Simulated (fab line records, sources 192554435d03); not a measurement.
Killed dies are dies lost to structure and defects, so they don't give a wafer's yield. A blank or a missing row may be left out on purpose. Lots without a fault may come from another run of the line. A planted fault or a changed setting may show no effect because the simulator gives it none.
fab line records | flow n5_finfet
record lots=7 wafers=21
route steps=1938 shown BEOL_M11@1536 BEOL_M12@1649 BEOL_M13@1694 BEOL_M15@1776
start_h: hours from the record's first day to the start of the lot's first wafer shown | wait_h: hours since the lot's step before | " the same as in the row above | L1.1+2: a row that stands for several wafers | - no value, or no start given | * or withheld: withheld | < > ~ a bound
route shown NAME@n: a module of which the file shows steps, and the number in the route of the first | usual: mean/standard deviation of fault-free wafers | same: alike in all rows | chamber/n: place in a boat | sites: the reading at each site | _std_site: their standard deviation | _edge_site: outer sites' mean less inner sites' | radius_mm: how far each site lies from the wafer's centre | mask NAME#n: copy n | behind: the tool/chamber that last shaped the wafer | hold: why the lot was held/for how many hours/how that ended | device: the transistor (n, p or np) that didn't switch | end of line: the same wafers' tests at the end of the route | a step without rows: its recipe alone | killed: dies lost to structure and defects at the first sort, not the wafer's yield | map: a wafer's dies, x killed, . not, _ none there
set.NAME: the setting as run; set.NAME@STEP: as run at that earlier step | model.NAME: the simulator's own value behind a step, which no gauge read
lots whose settings were changed on purpose; a table a step, a row a wafer
## steps
# step N5_BEOL_M11_ILD_DEP_00
# recipe material=SiCOH_lowk target_thk_a=3085.1 temp_c=300 precursor=DEMS/porogen pressure_torr=5 rf_w=500 time_s=58
# columns lot.wafer tool chamber start_h wait_h set.time_s model.SiCOH_lowk_of_BEOL_M11_ILD_DEP_00.thk_nm
L075.1 pecvd-01 2 235.18 0.0 58 304.4
L075.2 " 1 " " 58 305
L075.3 " 0 " " 58 303.2
L074.1 pecvd-04 0 236.43 0.0 58 304.8
L074.2 " 2 " " 58 309.6
L074.5 " 0 " " 58 311
L077.1 pecvd-03 2 244.87 0.0 58 312
L077.3 " 0 " " 58 311
L077.5 " 2 " " 58 316.2
L080.1 pecvd-01 1 264.10 0.0 58 307
L080.2 " 0 " " 58 308.6
L080.6 " 2 " " 58 308.8
L088.1 pecvd-01 1 307.78 0.0 58 304.4
L088.2 " 2 " " 58 301.8
L088.4 " 2 " " 66.56 352
L092.1 pecvd-04 2 330.85 0.0 58 305
L092.2 " 0 " " 58 306.8
L092.3 " 1 " " 58 308.4
L093.1 pecvd-03 2 345.36 0.0 61.83 323.6
L093.2 " 1 " " 58 300.2
L093.5 " 1 " " 61.83 326.6
# step N5_BEOL_M11_CURE_71
# recipe temp_c=385 time_s=240 ambient=He/Ar material=SiCOH_lowk
# columns lot.wafer tool chamber start_h wait_h set.time_s@BEOL_M11_ILD_DEP_00 model.SiCOH_lowk_of_BEOL_M11_ILD_DEP_00.thk_nm
L075.1 uv_cure-01 0 235.26 0.0 58 264.4
L075.2 " 0 " " 58 264.8
L075.3 " 0 " " 58 263.2
L074.1 uv_cure-03 0 236.51 0.0 58 264.8
L074.2 " 0 " " 58 269
L074.5 " 0 " " 58 270.2
L077.1 uv_cure-03 0 244.95 0.0 58 271.2
L077.3 " 0 " " 58 270.2
L077.5 " 0 " " 58 274.8
L080.1 uv_cure-01 1 264.17 0.0 58 266.6
L080.2 " 1 " " 58 268
L080.6 " 1 " " 58 268.4
L088.1 uv_cure-01 2 307.86 0.0 58 264.4
L088.2 " 2 " " 58 262.2
L088.4 " 2 " " 66.56 306.6
L092.1 uv_cure-03 0 330.93 0.0 58 265
L092.2 " 0 " " 58 266.4
L092.3 " 0 " " 58 268
L093.1 uv_cure-03 1 345.43 0.0 61.83 281.4
L093.2 " 1 " " 58 260.6
L093.5 " 1 " " 61.83 284
# step N5_BEOL_M11_THK_MEAS_01
# recipe reads=SiCOH_lowk_of_BEOL_M11_ILD_DEP_00
# usual M11_ILD_THK=268/3.5
# columns lot.wafer tool chamber start_h wait_h set.time_s@BEOL_M11_ILD_DEP_00 M11_ILD_THK[nm]
L075.1 film_metro-02 - 235.77 0.4 58 264
L075.2 " - " " 58 265
L075.3 " - " " 58 263
L074.1 film_metro-01 - 237.02 0.4 58 265
L074.2 " - " " 58 269
L074.5 " - " " 58 270
L077.1 film_metro-02 - 245.46 0.4 58 271
L077.3 " - " " 58 270
L077.5 " - " " 58 275
L080.1 film_metro-02 - 264.69 0.4 58 267
L080.2 " - " " 58 268
L080.6 " - " " 58 268
L088.1 film_metro-01 - 308.37 0.4 58 264
L088.2 " - " " 58 262
L088.4 " - " " 66.56 306
L092.1 film_metro-02 - 331.44 0.4 58 265
L092.2 " - " " 58 266
L092.3 " - " " 58 268
L093.1 film_metro-02 - 345.95 0.4 61.83 281
L093.2 " - " " 58 261
L093.5 " - " " 61.83 284
# step N5_BEOL_M11_VIA_ETCH_34
# recipe chemistry=C4F6/O2 target=SiCOH_lowk target_depth_a=1845 mask_material=SOC taper_deg=4 time_s=69.2 ion_energy_ev=250 pressure_mtorr=30 source_w=345 bias_w=185 Ar_flow_sccm=300 C4F6_flow_sccm=10 O2_flow_sccm=10
# columns lot.wafer tool chamber start_h wait_h set.time_s model.etch.depth_nm model.SOC_of_BEOL_M11_COAT_63.thk_nm
L074.1 rie_diel-04 0 241.53 0.0 69.2 183.2 91.8
L074.2 " 3 " " 69.2 184.9 91.8
L074.5 " 3 " " 78.58 208 90.6
L075.1 rie_diel-02 1 242.11 0.0 69.2 183.6 91.8
L075.2 " 0 " " 69.2 182.3 91.8
L075.3 " 2 " " 69.2 184.8 91.4
L077.1 rie_diel-02 2 251.26 0.0 69.2 185.1 92
L077.3 " 0 " " 69.2 181.2 92.6
L077.5 " 1 " " 63.71 170.5 93
L080.1 rie_diel-02 3 272.77 0.0 84.45 226.2 90.2
L080.2 " 1 " " 84.45 223 90.6
L080.6 " 1 " " 69.2 182.9 92.4
L088.1 rie_diel-04 3 310.59 0.0 69.2 184.4 92.2
L088.2 " 1 " " 69.2 191.2 92
L088.4 " 2 " " 69.2 187.7 91.8
L092.1 rie_diel-06 3 335.36 0.0 69.2 181.2 92
L092.2 " 2 " " 82.78 219.4 90
L092.3 " 1 " " 82.78 226.7 89.8
L093.1 rie_diel-02 1 349.22 0.0 69.2 188.9 92.4
L093.2 " 2 " " 69.2 182 92.4
L093.5 " 2 " " 69.2 183.1 92.8
# step N5_BEOL_M11_TRENCH_ETCH_37
# recipe chemistry=C4F6/O2 target_depth_a=1488.3 target=SiCOH_lowk time_s=48 ion_energy_ev=250 pressure_mtorr=30 source_w=345 bias_w=185 Ar_flow_sccm=300 C4F6_flow_sccm=10 O2_flow_sccm=10
# usual rf_vpp_V=666/4.8
# columns lot.wafer tool chamber start_h wait_h set.source_w rf_vpp_V
L074.1 rie_diel-04 0 - - 345 666
L074.2 " 3 " " 292.9 717
L074.5 " 3 " " 345 659
L075.1 rie_diel-02 1 - - 345 670
L075.2 " 0 " " 345 666
L075.3 " 2 " " 345 660
L077.1 rie_diel-02 2 - - 345 659
L077.3 " 0 " " 345 667
L077.5 " 1 " " 307.2 711
L080.1 rie_diel-02 3 - - 345 662
L080.2 " 1 " " 345 668
L080.6 " 1 " " 345 670
L088.1 rie_diel-04 3 - - 345 660
L088.2 " 1 " " 345 668
L088.4 " 2 " " 345 668
L092.1 rie_diel-06 3 - - 345 671
L092.2 " 2 " " 327.3 691
L092.3 " 1 " " 345 679
L093.1 rie_diel-02 1 - - 315 699
L093.2 " 2 " " 345 661
L093.5 " 2 " " 345 659
# step N5_BEOL_M12_SPUTTER_44
# recipe material=Ta target_thk_a=100 temp_c=50 bias_v=80 power_w=15000 chamber_pressure_pa=0.07 time_s=16.13
# columns lot.wafer tool chamber start_h wait_h set.time_s model.Ta_of_BEOL_M12_SPUTTER_44.thk_nm
L074.1+2+5 pvd_sputter-02 - 252.58 0.0 16.13 10.2
L075.1 pvd_sputter-01 - 252.62 0.0 16.13 10
L075.2+3 " - " " 16.13 9.8
L077.1 pvd_sputter-02 - 262.92 0.0 16.13 10.2
L077.3 " - " " 14.06 8.8
L077.5 " - " " 16.13 10
L080.1 pvd_sputter-03 - 279.76 0.0 16.13 9.8
L080.2 " - " " 16.13 10
L080.6 " - " " 14.87 9.4
L088.1+2 pvd_sputter-03 - 318.97 0.0 16.13 10
L088.4 " - " " 16.13 10.2
L092.1+3 pvd_sputter-03 - 342.42 0.0 16.13 9.8
L092.2 " - " " 14.97 9.2
L093.1+5 pvd_sputter-01 - 358.51 0.0 15.01 9.2
L093.2 " - " " 16.13 9.8
# step N5_BEOL_M12_DEP_53
# recipe material=SiCN target_thk_a=300 temp_c=withheld precursor=3MS/NH3 pressure_torr=3 rf_w=675 time_s=10.5
# columns lot.wafer tool chamber start_h wait_h set.time_s model.SiCN_of_BEOL_M12_DEP_53.thk_nm
L074.1 pecvd-02 0 253.62 0.0 10.5 29
L074.2 " 2 " " 9.609 26.8
L074.5 " 0 " " 9.609 27
L075.1+2 pecvd-02 1,2 253.89 0.0 10.5 30.4
L075.3 " 0 " " 10.5 30.2
L077.1 pecvd-02 1 263.92 0.0 10.5 30
L077.3 " 0 " " 9.499 27.4
L077.5 " 0 " " 10.5 30.2
L080.1 pecvd-04 1 280.76 0.0 10.5 29.6
L080.2 " 0 " " 10.5 29.8
L080.6 " 0 " " 10.5 30.4
L088.1 pecvd-01 1 319.98 0.0 10.5 29.4
L088.2 " 0 " " 11.09 31.8
L088.4 " 2 " " 11.09 31.4
L092.1 pecvd-01 2 343.41 0.0 9.278 26
L092.2 " 1 " " 9.278 26.6
L092.3 " 0 " " 10.5 30.2
L093.1 pecvd-02 1 359.51 0.0 10.5 30.2
L093.2 " 0 " " 10.5 30
L093.5 " 2 " " 10.5 31.2
# step N5_BEOL_M13_ETCH_68
# recipe chemistry=N2/H2 target=SOC mask_material=SiARC source_w=3000 bias_w=350 temp_c=40 time_s=355 ion_energy_ev=200 pressure_mtorr=30 n2_flow_sccm=200 h2_flow_sccm=200
# columns lot.wafer tool chamber start_h wait_h set.time_s model.SiARC_of_BEOL_M13_COAT_66.thk_nm
L074.1 rie_diel-04 3 255.68 0.1 321.7 80.4
L074.2 " 1 " " 355 76.8
L074.5 " 0 " " 355 77.8
L075.1 rie_diel-04 0 256.52 0.1 355 77.4
L075.2 " 2 " " 355 76.4
L075.3 " 1 " " 355 76
L077.1 rie_diel-04 0 265.92 0.1 308.3 82.2
L077.3 " 3 " " 308.3 81.6
L077.5 " 1 " " 308.3 80.8
L080.1 rie_diel-06 3 285.78 0.1 355 78.2
L080.2+6 " 0 " " 355 77.4
L088.1 rie_diel-02 2 321.92 0.1 405.3 72.4
L088.2 " 0 " " 405.3 73.6
L088.4 " 0 " " 355 77.6
L092.1 rie_diel-06 1 345.34 0.1 355 76.8
L092.2 " 3 " " 355 78.2
L092.3 " 0 " " 355 77.4
L093.1 rie_diel-02 0 361.36 0.1 419.1 72.2
L093.2 " 1 " " 355 77
L093.5 " 2 " " 355 77.8
# step N5_BEOL_M13_TRENCH_ETCH_34
# recipe chemistry=C4F8/O2/Ar target=SiOC target_depth_a=4134.7 mask_material=SOC pressure_mtorr=30 source_w=3000 bias_w=700 Ar_flow_sccm=400 C4F8_flow_sccm=15 O2_flow_sccm=8 he_inner_torr=15 he_outer_torr=30 time_s=162.6 ion_energy_ev=250
# columns lot.wafer tool chamber start_h wait_h set.time_s model.etch.depth_nm
L074.1 rie_diel-04 3 255.90 0.0 162.6 411.8
L074.2 " 1 " " 162.6 423.9
L074.5 " 0 " " 162.6 406.3
L075.1 rie_diel-04 0 256.74 0.0 162.6 409.4
L075.2 " 2 " " 162.6 417.6
L075.3 " 1 " " 162.6 420.9
L077.1 rie_diel-04 0 266.14 0.0 162.6 412.3
L077.3 " 3 " " 187.4 473
L077.5 " 1 " " 162.6 426.9
L080.1 rie_diel-06 3 286.00 0.0 162.6 416.5
L080.2 " 0 " " 198.2 512.1
L080.6 " 0 " " 198.2 512.8
L088.1 rie_diel-02 2 322.14 0.0 162.6 412.6
L088.2 " 0 " " 126.3 316.1
L088.4 " 0 " " 162.6 405.5
L092.1 rie_diel-06 1 345.56 0.0 142.2 361.8
L092.2 " 3 " " 162.6 403.3
L092.3 " 0 " " 162.6 409.5
L093.1 rie_diel-02 0 361.59 0.0 162.6 405
L093.2 " 1 " " 197.1 508
L093.5 " 2 " " 197.1 494.2
# step N5_BEOL_M13_STRIP_70
# recipe chemistry=C4F8/O2/Ar resist=SiARC rf_frequency_hz=6e+07
# step N5_BEOL_M13_OCD_MEAS_35
# usual trench_depth_nm=414/6.6
# columns lot.wafer tool chamber start_h wait_h set.time_s@BEOL_M13_TRENCH_ETCH_34 trench_depth_nm
L074.1 ocd-02 - 256.07 0.0 162.6 412
L074.2 " - " " 162.6 424
L074.5 " - " " 162.6 406
L075.1 ocd-02 - 256.92 0.0 162.6 409
L075.2 " - " " 162.6 417
L075.3 " - " " 162.6 421
L077.1 ocd-01 - 266.31 0.0 162.6 413
L077.3 " - " " 187.4 473
L077.5 " - " " 162.6 427
L080.1 ocd-02 - 286.18 0.0 162.6 416
L080.2 " - " " 198.2 512
L080.6 " - " " 198.2 512
L088.1 ocd-02 - 322.32 0.0 162.6 413
L088.2 " - " " 126.3 316
L088.4 " - " " 162.6 406
L092.1 ocd-01 - 345.73 0.0 142.2 362
L092.2 " - " " 162.6 403
L092.3 " - " " 162.6 409
L093.1 ocd-01 - 361.76 0.0 162.6 405
L093.2 " - " " 197.1 508
L093.5 " - " " 197.1 494
# step N5_BEOL_M13_STRIP_37
# recipe chemistry=N2/H2 power_w=1000 temp_c=250 h2_frac=0.65 overash_fraction=0.3 pressure_mtorr=withheld n2_flow_sccm=1750 h2_flow_sccm=3250
# step N5_BEOL_M13_ETCH_38
# recipe chemistry=CF4/N2 target=SiCN target_depth_a=675 taper_deg=2 time_s=71.9 ion_energy_ev=150 mask_material=SiO2 pressure_mtorr=40 source_w=430 bias_w=70 Ar_flow_sccm=100 cf4_flow_sccm=60 n2_flow_sccm=60
# step N5_BEOL_M13_ECD_47
# recipe material=Cu target_thk_a=9360
# step N5_BEOL_M13_ANNEAL_48
# recipe temp_c=225 time_s=90 ambient=N2
# step N5_BEOL_M13_CMP_49
# recipe stop_on=SiOC t_overpolish_s=17.1 down_force_psi=1 platen_rpm=50 clearing_platen_down_force_psi=1.5 clearing_platen_rpm=50 post_cmp_clean=cu_alkaline target_thk_nm=420 clearing_platen_pad_velocity_m_s=0.99484 pad_velocity_m_s=0.99484
# columns lot.wafer tool chamber start_h wait_h set.time_s@BEOL_M13_TRENCH_ETCH_34 model.Cu_of_BEOL_M13_ECD_47.thk_nm
L074.2 cmp-02 0 259.59 0.2 162.6 431
L074.1 " 2 " " 162.6 417.8
L074.5 " 1 " " 162.6 412
L075.3 cmp-01 1 260.17 0.2 162.6 428.2
L075.2 " 2 " " 162.6 424.4
L075.1 " 3 " " 162.6 415.8
L077.1 cmp-01 3 269.77 0.3 162.6 418.4
L077.3 " 0 " " 187.4 478
L077.5 " 0 " " 162.6 431.6
L080.2 cmp-01 1 288.14 0.3 198.2 518.8
L080.1 " 2 " " 162.6 423.4
L080.6 " 3 " " 198.2 518.6
L088.2 cmp-01 2 324.02 0.2 126.3 324.4
L088.4 " 3 " " 162.6 412.4
L088.1 " 1 " " 162.6 418.8
L092.3 cmp-03 0 347.93 0.3 162.6 416
L092.2 " 1 " " 162.6 410
L092.1 " 2 " " 142.2 370
L093.1 cmp-03 1 371.86 0.3 162.6 411.6
L093.2 " 3 " " 197.1 515.2
L093.5 " 1 " " 197.1 501.2
# step N5_BEOL_M13_THK_MEAS_50
# recipe thk_meas_gauge=xrf reads=Cu_of_BEOL_M13_ECD_47
# usual M13_THK=416/8
# columns lot.wafer tool chamber start_h wait_h set.time_s@BEOL_M13_TRENCH_ETCH_34 M13_THK[nm]
L074.1 film_metro-01 - 259.88 - 162.6 412
L074.2 " - " " 162.6 423
L074.5 " - " " 162.6 404
L075.1 film_metro-01 - 260.42 - 162.6 412
L075.2 " - " " 162.6 419
L075.3 " - " " 162.6 426
L077.1 film_metro-02 - 270.07 - 162.6 416
L077.3 " - " " 187.4 476
L077.5 " - " " 162.6 429
L080.1 film_metro-02 - 288.36 - 162.6 424
L080.2 " - " " 198.2 519
L080.6 " - " " 198.2 522
L088.1 film_metro-02 - 324.31 - 162.6 416
L088.2 " - " " 126.3 322
L088.4 " - " " 162.6 409
L092.1 film_metro-02 - 348.22 - 142.2 373
L092.2 " - " " 162.6 412
L092.3 " - " " 162.6 420
L093.1 film_metro-01 - 372.12 - 162.6 402
L093.2 " - " " 197.1 500
L093.5 " - " " 197.1 489
# step N5_BEOL_M13_PRE_CLEAN_52
# recipe gas=NH3 time_s=15 temp_c=withheld rf_power_w=300
# step N5_BEOL_M13_DEP_53
# recipe material=SiCN target_thk_a=500 temp_c=withheld precursor=3MS/NH3 pressure_torr=3 rf_w=675 time_s=17.8
# step N5_BEOL_M13_RS_MEAS_54
# recipe thk_meas_gauge=four-point-probe reads=Cu_of_BEOL_M13_ECD_47+Ta_of_BEOL_M13_SPUTTER_44+TaN_of_BEOL_M13_SPUTTER_43
# usual M13_RS=0.0449/0.00074
# columns lot.wafer tool chamber start_h wait_h set.time_s@BEOL_M13_TRENCH_ETCH_34 M13_RS[ohm/sq]
L074.1 film_metro-01 - 260.01 0.0 162.6 0.0451
L074.2 " - " " 162.6 0.0437
L074.5 " - " " 162.6 0.0459
L075.1 film_metro-02 - 260.58 0.1 162.6 0.0454
L075.2 " - " " 162.6 0.0444
L075.3 " - " " 162.6 0.0441
L077.1 film_metro-01 - 270.20 0.0 162.6 0.0450
L077.3 " - " " 187.4 0.0393
L077.5 " - " " 162.6 0.0436
L080.1 film_metro-01 - 288.49 0.0 162.6 0.0445
L080.2 " - " " 198.2 0.0361
L080.6 " - " " 198.2 0.0361
L088.1 film_metro-01 - 324.47 0.1 162.6 0.0450
L088.2 " - " " 126.3 0.0588
L088.4 " - " " 162.6 0.0458
L092.1 film_metro-01 - 348.35 0.0 142.2 0.0511
L092.2 " - " " 162.6 0.0461
L092.3 " - " " 162.6 0.0454
L093.1 film_metro-01 - 372.25 0.0 162.6 0.0458
L093.2 " - " " 197.1 0.0364
L093.5 " - " " 197.1 0.0374
# step N5_BEOL_M15_COAT_04
# recipe spin_rpm=1704 resist_thk_nm=800
# columns lot.wafer tool chamber start_h wait_h set.spin_rpm model.coat_of_BEOL_M15_COAT_04.thk_nm
L074.1 litho_track-02 0 - - 1704 803.6
L074.2 " 0 " " 1829 773.6
L074.5 " 0 " " 1829 772.8
L075.1 litho_track-04 0 - - 1704 802
L075.2 " 0 " " 1704 803.2
L075.3 " 0 " " 1704 801
L077.1 litho_track-02 0 - - 1704 799.2
L077.3 " 0 " " 1704 802.4
L077.5 " 0 " " 1704 802.2
L080.1 litho_track-03 0 - - 1704 804.8
L080.2 " 0 " " 1881 764.2
L080.6 " 0 " " 1881 764.4
L088.1 litho_track-03 0 - - 1704 798.4
L088.2 " 0 " " 1704 799.8
L088.4 " 0 " " 1704 801.2
L092.1 litho_track-02 0 - - 1704 798
L092.2 " 0 " " 1704 796.4
L092.3 " 0 " " 1704 799
L093.1 litho_track-04 0 - - 1704 802.6
L093.2 " 0 " " 1704 798.2
L093.5 " 0 " " 1545 840.8
# step N5_BEOL_M15_EBR_06
# recipe solvent=PGMEA ebr_width_mm=1.5
# step N5_BEOL_M15_SOFTBAKE_05
# recipe temp_c=130 time_s=60
# step N5_BEOL_M15_DESCUM_15
# recipe chemistry=O2 time_s=7.9 source_power_w=50 bias_power_w=20 pressure_mtorr=20 rf_frequency_hz=2.712e+07 temp_c=40 o2_flow_sccm=225
# step N5_BEOL_M15_ETCH_59
# recipe chemistry=N2/H2 target=BARC target_depth_a=890 overetch_a=267 time_s=67.9 ion_energy_ev=200 pressure_mtorr=30 source_w=840 bias_w=150 n2_flow_sccm=200 h2_flow_sccm=200
# columns lot.wafer tool chamber start_h wait_h set.spin_rpm@BEOL_M15_COAT_04 model.coat_of_BEOL_M15_COAT_04.thk_nm
L074.1 rie_diel-06 2 271.21 0.0 1704 720.6
L074.2 " 0 " " 1829 690.2
L074.5 " 2 " " 1829 689.4
L075.1+2 rie_diel-02 0,2 273.06 0.0 1704 721.6
L075.3 " 1 " " 1704 718.8
L077.1 rie_diel-02 2 277.60 0.0 1704 718
L077.3 " 0 " " 1704 722.4
L077.5 " 1 " " 1704 721
L080.1 rie_diel-06 1 295.26 0.0 1704 720
L080.2 " 0 " " 1881 681
L080.6 " 3 " " 1881 683
L088.1 rie_diel-06 3 330.21 0.0 1704 717.4
L088.2 " 0 " " 1704 717.6
L088.4 " 2 " " 1704 718.8
L092.1 rie_diel-02 1 358.69 0.0 1704 713.4
L092.2 " 2 " " 1704 714.8
L092.3 " 3 " " 1704 716
L093.1 rie_diel-06 3 379.61 0.0 1704 722
L093.2 " 1 " " 1704 714.2
L093.5 " 2 " " 1545 757.8
# step N5_BEOL_M15_VIA_ETCH_16
# recipe chemistry=C4F8/O2/Ar target=SiO2 he_inner_torr=15 he_outer_torr=30 target_depth_a=17922 time_s=withheld ion_energy_ev=800 pressure_mtorr=20 source_w=1905 bias_w=2040 Ar_flow_sccm=400 C4F8_flow_sccm=16 O2_flow_sccm=12 ends=cleared
# columns lot.wafer tool chamber start_h wait_h set.spin_rpm@BEOL_M15_COAT_04 model.coat_of_BEOL_M15_COAT_04.thk_nm
L074.1 rie_diel-06 2 271.26 0.0 1704 340.2
L074.2 " 0 " " 1829 311.8
L074.5 " 2 " " 1829 310
L075.1 rie_diel-02 0 273.11 0.0 1704 342.4
L075.2 " 2 " " 1704 333.6
L075.3 " 1 " " 1704 332.6
L077.1 rie_diel-02 2 277.65 0.0 1704 342.4
L077.3 " 0 " " 1704 334.4
L077.5 " 1 " " 1704 333.8
L080.1 rie_diel-06 1 295.31 0.0 1704 312.6
L080.2 " 0 " " 1881 282.8
L080.6 " 3 " " 1881 278
L088.1 rie_diel-06 3 330.26 0.0 1704 349.6
L088.2 " 0 " " 1704 348.2
L088.4 " 2 " " 1704 335
L092.1 rie_diel-02 1 358.75 0.0 1704 331.6
L092.2 " 2 " " 1704 323.2
L092.3 " 3 " " 1704 329.4
L093.1 rie_diel-06 3 379.67 0.0 1704 342.6
L093.2 " 1 " " 1704 329.4
L093.5 " 2 " " 1545 372.6
## key
split step=N5_BEOL_M11_ILD_DEP_00 setting=time_s stated=58 by=wafer
response step=N5_BEOL_M11_ILD_DEP_00 reading=model.SiCOH_lowk_of_BEOL_M11_ILD_DEP_00.thk_nm change=+3.39 per=1% r=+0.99
response step=N5_BEOL_M11_CURE_71 reading=model.SiCOH_lowk_of_BEOL_M11_ILD_DEP_00.thk_nm change=+3 per=1% r=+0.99
response step=N5_BEOL_M11_THK_MEAS_01 reading=M11_ILD_THK change=+3 per=1% r=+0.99
split step=N5_BEOL_M11_VIA_ETCH_34 setting=time_s stated=69.2 by=wafer
response step=N5_BEOL_M11_VIA_ETCH_34 reading=model.etch.depth_nm change=+1.94 per=1% r=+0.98
response step=N5_BEOL_M11_VIA_ETCH_34 reading=model.SOC_of_BEOL_M11_COAT_63.thk_nm change=-0.0958 per=1% r=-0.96
split step=N5_BEOL_M11_TRENCH_ETCH_37 setting=source_w stated=345 by=wafer
response step=N5_BEOL_M11_TRENCH_ETCH_37 reading=rf_vpp_V change=-3.95 per=1% r=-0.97
split step=N5_BEOL_M12_SPUTTER_44 setting=time_s stated=16.13 by=wafer
response step=N5_BEOL_M12_SPUTTER_44 reading=model.Ta_of_BEOL_M12_SPUTTER_44.thk_nm change=+0.0893 per=1% r=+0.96
split step=N5_BEOL_M12_DEP_53 setting=time_s stated=10.5 by=wafer
response step=N5_BEOL_M12_DEP_53 reading=model.SiCN_of_BEOL_M12_DEP_53.thk_nm change=+0.307 per=1% r=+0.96
split step=N5_BEOL_M13_ETCH_68 setting=time_s stated=355 by=wafer
response step=N5_BEOL_M13_ETCH_68 reading=model.SiARC_of_BEOL_M13_COAT_66.thk_nm change=-0.306 per=1% r=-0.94
split step=N5_BEOL_M13_TRENCH_ETCH_34 setting=time_s stated=162.6 by=wafer
response step=N5_BEOL_M13_TRENCH_ETCH_34 reading=model.etch.depth_nm change=+4.17 per=1% r=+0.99
response step=N5_BEOL_M13_OCD_MEAS_35 reading=trench_depth_nm change=+4.17 per=1% r=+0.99
response step=N5_BEOL_M13_CMP_49 reading=model.Cu_of_BEOL_M13_ECD_47.thk_nm change=+4.14 per=1% r=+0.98
response step=N5_BEOL_M13_THK_MEAS_50 reading=M13_THK change=+4.09 per=1% r=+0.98
response step=N5_BEOL_M13_RS_MEAS_54 reading=M13_RS change=-0.000448 per=1% r=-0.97
split step=N5_BEOL_M15_COAT_04 setting=spin_rpm stated=1704 by=wafer
response step=N5_BEOL_M15_COAT_04 reading=model.coat_of_BEOL_M15_COAT_04.thk_nm change=-4.1 per=1% r=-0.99
response step=N5_BEOL_M15_ETCH_59 reading=model.coat_of_BEOL_M15_COAT_04.thk_nm change=-3.98 per=1% r=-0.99
response step=N5_BEOL_M15_VIA_ETCH_16 reading=model.coat_of_BEOL_M15_COAT_04.thk_nm change=-3.58 per=1% r=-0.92
